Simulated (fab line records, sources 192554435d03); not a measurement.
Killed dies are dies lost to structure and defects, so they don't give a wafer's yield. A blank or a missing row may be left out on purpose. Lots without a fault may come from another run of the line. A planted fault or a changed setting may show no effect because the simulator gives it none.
Which tool did it? | flow n5_finfet | 24 lots, 72 wafers sampled, at 1 step of a route of 1938

WHAT THE GAUGES READ, wafer by wafer
N5_BEOL_M1_CD_MEAS_35: target cd 18 nm, target cd y 21 nm. Usual: cd_nm 18.0 nm, standard deviation 0.33.
lot  | measured     | on        | cd_nm (nm)     | flag
L074 | day 6 09:27  | cd_sem-03 | 18.2 17.9 18.0 |
L075 | day 6 12:28  | cd_sem-01 | 18.3 18.1 18.0 |
L077 | day 6 17:50  | cd_sem-01 | 18.3 18.3 17.9 |
L076 | day 6 20:04  | cd_sem-03 | 17.3 17.9 18.2 |
L078 | day 7 07:24  | cd_sem-03 | 17.6 18.1 18.4 |
L079 | day 7 09:56  | cd_sem-02 | 17.9 18.5 17.7 |
L080 | day 7 10:27  | cd_sem-03 | 18.6 17.9 18.1 |
L081 | day 7 19:39  | cd_sem-02 | 17.3 17.9 18.5 |
L082 | day 8 01:29  | cd_sem-01 | 18.3 18.2 18.1 |
L083 | day 8 09:52  | cd_sem-02 | 18.1 18.1 17.8 |
L086 | day 9 02:29  | cd_sem-02 | 18.4 18.1 18.5 |
L084 | day 9 02:34  | cd_sem-01 | 18.3 18.3 18.4 |
L085 | day 9 02:51  | cd_sem-02 | 17.5 17.9 18.0 |
L087 | day 9 15:26  | cd_sem-02 | 18.1 18.0 18.3 |
L088 | day 9 17:17  | cd_sem-02 | 17.5 18.4 18.5 |
L089 | day 9 23:31  | cd_sem-03 | 18.2 17.6 17.6 |
L090 | day 10 05:34 | cd_sem-01 | 18.4 17.8 17.8 |
L091 | day 10 08:43 | cd_sem-01 | 18.0 17.7 17.9 |
L093 | day 10 22:15 | cd_sem-03 | 17.5 18.1 18.3 |
L092 | day 11 03:43 | cd_sem-02 | 18.4 17.8 18.1 |
L094 | day 11 07:29 | cd_sem-01 | 18.0 18.2 17.9 |
L095 | day 12 05:57 | cd_sem-03 | 18.0 17.6 18.0 |
L096 | day 12 11:14 | cd_sem-03 | 17.5 17.4 17.3 |
L097 | day 12 11:22 | cd_sem-03 | 18.3 17.7 18.5 |

WHICH TOOL RAN EACH LOT (tool, then ch and the chambers of the sampled wafers, then the start)
The record holds no process step before these readings.

WHAT THE TOOLS THEMSELVES READ (means of the sampled wafers that have a number; where no wafer has one, the mark that the record gives instead)
The record holds no such reading with a usual standard deviation.

THE ANSWER, worked out from the rows above alone
Rule: a lot is off if the mean of its wafers that have a number lies more than 3 standard deviations from the usual mean. A lot without any number at a reading at which 4 lots or more have one is off too. The other lots that the step has rows for count as sound. The gauges are gone through in route order, then the tools' own readings, and for those a lot's mean is taken as printed above. The first step at which some lot is off is used, and at that step the reading that is off furthest; a lot without a number counts as furthest.
No lot is off at any reading shown: from this, nothing can be told.

WHAT THE SIMULATOR HAD PUT IN
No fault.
